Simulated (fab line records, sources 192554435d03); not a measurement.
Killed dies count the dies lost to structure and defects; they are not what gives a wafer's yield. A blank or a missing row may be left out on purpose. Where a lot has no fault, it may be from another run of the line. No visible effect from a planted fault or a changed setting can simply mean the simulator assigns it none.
A struck lot beside a sound one -- flow n5-finfet -- 16 steps out of a route of 1938
Sound: these wafers, L492.1, L492.2, L492.4. Wafers struck: L490.1, L490.5, L490.6. Last of all comes the cause.
Order at every step that has rows: each side's tool, ch and its chambers, its first start. Under that, the readings that differ: sound wafers -- struck wafers -- difference of the means -- sigmas: that difference in standard deviations of wafers without a fault.
alike: words and numbers the same on both sides, and readings whose means are apart by under 2 such deviations; not compared: readings that were withheld, readings missing a value for some wafer, numbers with overlapping values and no deviation given by the record, and bounds like >300 which may hide the same value.
A row with sigmas, a row that says differs or no value, or rows on one side alone: a step with any of these is where the two part. Non-overlapping numbers with no deviation appear without sigmas and do not part them. A reading missing from all wafers of one side parts the sides only when that side holds two or more wafers.

first, 8 steps without rows for these wafers: N5_BEOL_M8_COAT_64 (time 60 s, resist thk 12 nm); N5_BEOL_M8_COAT_71 (time 60 s, resist thk 5 nm); N5_BEOL_M8_COAT_22 (resist thk 30 nm); N5_BEOL_M8_EBR_24; N5_BEOL_M8_SOFTBAKE_23 (time 60 s); N5_BEOL_M8_EXPOSE_25 (exposes mask V7, target cd 40 nm); N5_BEOL_M8_PEB_26 (peb time 60 s); N5_BEOL_M8_DEVELOP_27 (develop time 30 s).
N5_BEOL_M8_CD_MEAS_28 targets a cd of 40 nm.
  sound on cd-sem-01 ch 0, day 15 05:14; struck on cd-sem-02 ch 0, day 14 04:04
  alike: cd-nm
N5_BEOL_M8_OVL_MEAS_29:
  sound on overlay-02 ch 0, day 15 05:16; struck on overlay-02 ch 0, day 14 04:05
  alike: V7_OVL
N5_BEOL_M8_INSPECT_30: inspects for defects (brightfield).
  struck on defect-inspect-02, day 14 04:09; sound on defect-inspect-01, day 15 05:20
  alike: raw-defect-count
N5_BEOL_M8_DESCUM_33: chemistry O2, time 7 s.
  sound on rie-diel-03 ch 0,2,3, day 15 05:22; struck on rie-diel-06 ch 1,2,3, day 14 04:11
  alike: drypump-motor-current-A, oes-product-au, rf-vpp-V, showerhead-plenum-p-Torr, throttle-valve-pct
  not compared: rf-hours-counter-h
N5_BEOL_M8_ETCH_72: etches underlayer in N2/H2, target depth 6.5 nm, time 5.2 s.
  sound on rie-diel-03 ch 0,2,3, day 15 05:25; struck on rie-diel-06 ch 1,2,3, day 14 04:13
  no value came back on the struck wafers for any of 10 readings (bias-w (W), chamber-pressure-mTorr (mTorr) and others); on the sound wafers bias-w (W) reads 150.3 149.8 149.9
reading,sound,struck,difference,sigmas
model.CAR-EUV_of_BEOL_M8_COAT_22.thk-nm (nm),20.4 20.4 20.4,26 26.2 26.2,+6,
N5_BEOL_M8_ETCH_65: etches SiARC in CF4, target depth 15.6 nm, time 26 s.
  sound on rie-diel-03 ch 0,2,3, day 15 05:25; struck on rie-diel-06 ch 1,2,3, day 14 04:14
reading,sound,struck,difference,sigmas
model.CAR-EUV_of_BEOL_M8_COAT_22.thk-nm (nm),11.2 11.2 11.2,16.8 17 17,+5.7,
  alike: bias-w, cf4-flow-sccm, drypump-motor-current-A, etch-rf-on-time-s, mfc-ar-sccm, oes-product-au, rf-vpp-V, showerhead-plenum-p-Torr, throttle-valve-pct
  not compared: rf-hours-counter-h
N5_BEOL_M8_ETCH_66: etches SOC in N2/H2, target depth 80 nm, overetch 16 nm, time 120 s.
  sound on rie-diel-03 ch 1,2,3, day 15 05:27; struck on rie-diel-06 ch 1,2,3, day 14 04:16
  alike: bias-w, chamber-pressure-mTorr, drypump-motor-current-A, n2-flow-sccm, oes-product-au, rf-vpp-V, showerhead-plenum-p-Torr, throttle-valve-pct
  not compared: rf-hours-counter-h
N5_PASSIVATION_PROBE_49:
  rows exist in the record for the sound wafers here (prober-02, day 18 00:22), none for the struck ones

WHERE THEY PART
Last at N5_PASSIVATION_PROBE_49 as far as this record goes, first at N5_BEOL_M8_ETCH_72.

WHY: the cause the simulator had injected
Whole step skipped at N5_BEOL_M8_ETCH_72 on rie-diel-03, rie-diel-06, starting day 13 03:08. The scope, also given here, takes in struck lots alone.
